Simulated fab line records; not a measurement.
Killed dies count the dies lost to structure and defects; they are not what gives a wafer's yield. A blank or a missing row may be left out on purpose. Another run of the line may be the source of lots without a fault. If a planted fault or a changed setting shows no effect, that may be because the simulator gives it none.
Chamber matching    flow nand harc    NHARC_P_M1_PRE_CLEAN_32 on pecvd-04: 3 sister chambers
The step time 12 s. 3 wafers are shown with their chamber, then 8 later ones without.

## EACH WAFER AND ITS CHAMBER
wafer   chamber  heater power w (W)
L855.3  2        629
L855.5  1        728
L854.1  0        678

## WAFERS WITH NO CHAMBER GIVEN
wafer   heater power w (W)
L854.3  708
L854.5  606
L861.1  580
L861.2  726
L861.5  511
L867.1  629
L867.3  624
L867.6  643

## WHICH CHAMBER EACH WENT THROUGH
wafer   from the rows above           in truth
L854.3  can't be placed: 1 or 0 or 2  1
L854.5  can't be placed: 2 or 0       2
L861.1  can't be placed: 2 or 0       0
L861.2  can't be placed: 1 or 0       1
L861.5  can't be placed: 2 or 0       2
L867.1  can't be placed: 2 or 0       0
L867.3  can't be placed: 2 or 0       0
L867.6  can't be placed: 2 or 0 or 1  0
0 of 8 placed correctly. These rows do not allow placing 8 (true chamber among the candidates in 8). Wrongly placed: 0.
How it was worked out, from the rows above alone: a wafer's distance from a chamber is the root of the sum, over the readings, of the square of ((its reading less the chamber's mean) divided by the reading's scatter). The wafer belongs to the nearest chamber; if the next one is less than 2 further off, it can't be placed. For every chamber, the mean is computed from those of its wafers that are shown. The scatter (one wafer shown for each chamber): square how far every hidden wafer sits from the nearest shown wafer, average those squares and take the square root.
